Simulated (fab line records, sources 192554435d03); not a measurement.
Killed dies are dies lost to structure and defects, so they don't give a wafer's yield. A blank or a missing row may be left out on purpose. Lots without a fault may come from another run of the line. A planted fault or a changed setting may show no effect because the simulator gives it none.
Split-lot experiment | flow n5_finfet | 7 lots, 39 wafers read, on a route of 1938 steps

THE SPLIT
At N5_BEOL_M15_ETCH_61 (etches BARC in N2/H2, target depth 89 nm, overetch 26.7 nm, time 67.9 s), the setting time_s was moved away from the recipe's 67.9 s on 15 of the 39 wafers read, by -44.0% to +53.0%. The other wafers ran this setting at the recipe's value.

The reading is taken at the split's own step.

THE READING
coat_of_BEOL_M15_COAT_22.thk_nm (the simulator's own value, which no gauge read), in nm, at N5_BEOL_M15_ETCH_61 (etches BARC in N2/H2, target depth 89 nm, overetch 26.7 nm, time 67.9 s). The file gives no usual value for it. The 24 wafers here that ran the recipe average 717.6 nm, standard deviation 2.2 nm.

wafer  | tool, chamber at the split | time_s as run, s | against the recipe | coat_of_BEOL_M15_COAT_22.thk_nm, nm | against lot-mates on the recipe
L078.1 | rie_diel-03, 0             | 67.9             | recipe             | 715.8                               | -
L078.2 | rie_diel-03, 3             | 78.21            | +15.2%             | 704.8                               | -11.9
L078.3 | rie_diel-03, 2             | 67.9             | recipe             | 716                                 | -
L078.4 | rie_diel-03, 1             | 78.21            | +15.2%             | 711.8                               | -4.9
L078.5 | rie_diel-03, 1             | 78.21            | +15.2%             | 709                                 | -7.7
L078.6 | rie_diel-03, 0             | 67.9             | recipe             | 718.2                               | -
L081.1 | rie_diel-05, 1             | 48.83            | -28.1%             | 740.4                               | +21.3
L081.2 | rie_diel-05, 2             | 48.83            | -28.1%             | 736.4                               | +17.3
L081.3 | rie_diel-05, 3             | 67.9             | recipe             | 716                                 | -
L081.4 | rie_diel-05, 0             | 67.9             | recipe             | 719.4                               | -
L081.5 | rie_diel-05, 0             | 67.9             | recipe             | 722                                 | -
L081.6 | rie_diel-05, 1             | 48.83            | -28.1%             | 739.8                               | +20.7
L087.1 | rie_diel-03, 0             | 38.02            | -44.0%             | 742.8                               | +24.8
L087.2 | rie_diel-03, 3             | 67.9             | recipe             | 718.2                               | -
L087.3 | rie_diel-03, 2             | 67.9             | recipe             | 717                                 | -
L087.4 | rie_diel-03, 1             | 38.02            | -44.0%             | 746.8                               | +28.8
L087.5 | rie_diel-03, 2             | 38.02            | -44.0%             | 745.4                               | +27.4
L087.6 | rie_diel-03, 1             | 67.9             | recipe             | 718.8                               | -
L086.1 | rie_diel-03, 2             | 103.9            | +53.0%             | 680                                 | -37.1
L086.2 | rie_diel-03, 3             | 67.9             | recipe             | 717.6                               | -
L086.3 | rie_diel-03, 0             | 103.9            | +53.0%             | 680.6                               | -36.5
L086.4 | rie_diel-03, 1             | 67.9             | recipe             | 719.8                               | -
L086.5 | rie_diel-03, 2             | 67.9             | recipe             | 714                                 | -
L086.6 | rie_diel-03, 1             | 103.9            | +53.0%             | 691                                 | -26.1
L089.1 | rie_diel-05, 3             | 67.9             | recipe             | 715.2                               | -
L089.2 | rie_diel-05, 2             | 67.9             | recipe             | 717.2                               | -
L089.3 | rie_diel-05, 1             | 67.9             | recipe             | 717.2                               | -
L090.1 | rie_diel-05, 0             | 67.9             | recipe             | 720.2                               | -
L090.2 | rie_diel-05, 1             | 67.9             | recipe             | 717.2                               | -
L090.3 | rie_diel-05, 2             | 78.38            | +15.4%             | 703.8                               | -14.0
L090.4 | rie_diel-05, 3             | 67.9             | recipe             | 716                                 | -
L090.5 | rie_diel-05, 3             | 78.38            | +15.4%             | 704.8                               | -13.0
L090.6 | rie_diel-05, 0             | 78.38            | +15.4%             | 710.2                               | -7.6
L096.1 | rie_diel-05, 1             | 67.9             | recipe             | 717.4                               | -
L096.2 | rie_diel-05, 3             | 67.9             | recipe             | 715.6                               | -
L096.3 | rie_diel-05, 2             | 67.9             | recipe             | 718.6                               | -
L096.4 | rie_diel-05, 0             | 67.9             | recipe             | 723.4                               | -
L096.5 | rie_diel-05, 2             | 67.9             | recipe             | 715.6                               | -
L096.6 | rie_diel-05, 3             | 67.9             | recipe             | 715                                 | -

THE FIT
A straight line over all 39 wafers: coat_of_BEOL_M15_COAT_22.thk_nm changes by -0.65 nm for each +1% of time_s; r = -0.98; the points scatter about the line by 2.8 nm.
The same after taking each lot's own level away (the mean of its wafers on the recipe; 39 wafers): -0.634 nm for each +1%; r = -0.98; scatter 2.7 nm.
On that fit, the largest move of time_s shifts the reading by 34 nm.
The lots' own levels span 716.53 to 719.13 nm, that is 1.2 times the standard deviation above.
So the lot-to-lot level changes the slope little: the two slopes agree.
Check: with one of the wafers moved furthest among these (+53.0%) left out of the fit, the line predicts -32.8 nm for it against its lot-mates. It came out at -37.1 nm against them.

OTHER SPLITS ON THESE WAFERS
These wafers also went through other splits before the reading. Each is held against what the fit with the lots' levels taken away leaves over:
other split on the same wafers           | wafers away from the commonest value | r with coat_of_BEOL_M15_COAT_22.thk_nm (lot level and that fit taken away)
N5_BEOL_M8_TRENCH_ETCH_37 target_depth_a | 12                                   | +0.00
N5_BEOL_M10_DEP_56 time_s                | 12                                   | -0.06
N5_BEOL_M11_DESCUM_16 time_s             | 12                                   | +0.15

THE WHOLE CHAIN: every reading that the file lists as answering this split, in the file's order
step                | what it does                                                            | reading                                                                          | change (the file's fit)                                                             | r (the file's)
N5_BEOL_M15_ETCH_61 | etches BARC in N2/H2, target depth 89 nm, overetch 26.7 nm, time 67.9 s | etch.depth_nm (the simulator's own value, which no gauge read)                   | not straight: 64.3 at the lowest setting, 89.06 at the recipe, 89.34 at the highest | not given
N5_BEOL_M15_ETCH_61 | etches BARC in N2/H2, target depth 89 nm, overetch 26.7 nm, time 67.9 s | coat_of_BEOL_M15_COAT_22.thk_nm (the simulator's own value, which no gauge read) | -0.634 nm for each +1% of the setting                                               | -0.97

THE FILE'S OWN FIT
coat_of_BEOL_M15_COAT_22.thk_nm changes by -0.634 nm for each +1% of time_s, r = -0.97.
